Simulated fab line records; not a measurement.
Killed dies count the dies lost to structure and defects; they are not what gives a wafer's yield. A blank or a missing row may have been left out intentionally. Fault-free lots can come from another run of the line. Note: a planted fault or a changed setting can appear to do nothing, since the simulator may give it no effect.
Chamber matching	flow nand harc	NHARC_A_CHANNEL_FILL_D1_CMP_10 on cmp-02 has 4 sister chambers
The step polishes, target thk 150 nm. 14 wafers are shown with their chamber, then 7 later ones without.

## WAFERS PAIRED WITH THEIR CHAMBERS
wafer	chamber	motor current A (A)	time to endpoint s (s)
L387.2	2	13.1	18.1
L387.4	3	12.4	13.3
L387.6	3	12.7	15.4
L389.1	0	11.2	12.1
L389.2	2	13.7	15.4
L389.6	0	11.2	12.7
L396.2	1	13.2	17.4
L396.5	3	12.0	14.8
L396.6	0	10.9	14.0
L400.1	3	12.3	17.8
L400.5	1	12.5	18.6
L400.6	2	12.8	21.1
L398.2	3	13.2	17.5
L398.3	1	12.8	21.3

SIGNATURES, as means of the wafers listed above
reading	chamber 0	chamber 1	chamber 2	chamber 3	scatter within a chamber
motor current A	11.100	12.833	13.200	12.520	0.394
time to endpoint s	12.933	19.100	18.200	15.760	2.01
Rule: distance of a wafer from a chamber = root of the sum over the readings of ((wafer's reading minus chamber's mean) / reading's scatter) squared. The wafer belongs to the nearest chamber; if the next one is less than 2 further off, it can't be placed. The scatter: take each reading less its chamber's mean, square it, sum over the shown wafers, divide by the number of wafers less the number of chambers, and take the root.

## WAFERS MISSING THEIR CHAMBER
wafer	motor current A (A)	time to endpoint s (s)
L398.5	13.3	20.4
L408.1	13.0	16.2
L408.3	13.3	20.0
L408.6	11.6	13.8
L409.1	12.8	15.7
L409.4	13.0	19.9
L409.5	13.1	21.5

## EACH ONE'S CHAMBER
wafer	from the rows above	in truth
L398.5	can't be placed: 2 or 1 or 3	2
L408.1	can't be placed: 2 or 3 or 1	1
L408.3	can't be placed: 2 or 1 or 3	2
L408.6	can't be placed: 0 or 3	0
L409.1	can't be placed: 3 or 2 or 1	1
L409.4	can't be placed: 1 or 2 or 3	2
L409.5	can't be placed: 1 or 2 or 3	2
Correctly placed: 0 of 7. Can't be placed from these rows: 7 (the true chamber is among the candidates in 7). Wrongly placed: 0.
